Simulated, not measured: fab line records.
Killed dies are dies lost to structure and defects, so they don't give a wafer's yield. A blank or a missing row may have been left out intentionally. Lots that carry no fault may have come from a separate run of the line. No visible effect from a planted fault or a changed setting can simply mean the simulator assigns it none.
Matching of chambers    flow nand-harc    NHARC_A_BLC_ALD_23 on ald-metal-03: 4 sister chambers
The step deposits TiN, target thk 3 nm, pulse time 1 s, ald cycles 150. 4 wafers are shown with their chamber, then 9 later ones without.

## WAFERS WITH THEIR CHAMBER
wafer   chamber  heater-power-w (W)
L082.6  0        1367
L087.2  2        1049
L087.4  3        1166
L087.5  1        1144

## WAFERS MISSING THEIR CHAMBER
wafer   heater-power-w (W)
L088.3  1181
L088.5  1156
L088.6  1034
L090.1  1376
L090.3  1052
L090.6  1313
L096.4  1154
L096.5  1368
L096.6  1122

## THE CHAMBER EACH PASSED THROUGH
wafer   from the rows above      in truth
L088.3  can't be placed: 3 or 1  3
L088.5  can't be placed: 3 or 1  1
L088.6  2                        2
L090.1  0                        0
L090.3  2                        2
L090.6  0                        0
L096.4  can't be placed: 1 or 3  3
L096.5  0                        0
L096.6  can't be placed: 1 or 3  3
5 of 9 placed correctly. Not placeable from these rows: 4 (in 4, the candidates include the true chamber). Number placed wrongly: 0.
How it was worked out, from the rows above alone: a wafer's distance from a chamber is the root of the sum, over the readings, of the square of ((its reading less the chamber's mean) divided by the reading's scatter). If the next closest chamber is less than 2 further off than the closest, the wafer can't be placed; otherwise it belongs to the closest. The mean given for a chamber averages the wafers shown for that chamber. The scatter: with one shown wafer a chamber, the root of the mean of the squares of how far each hidden wafer lies from its nearest shown one.
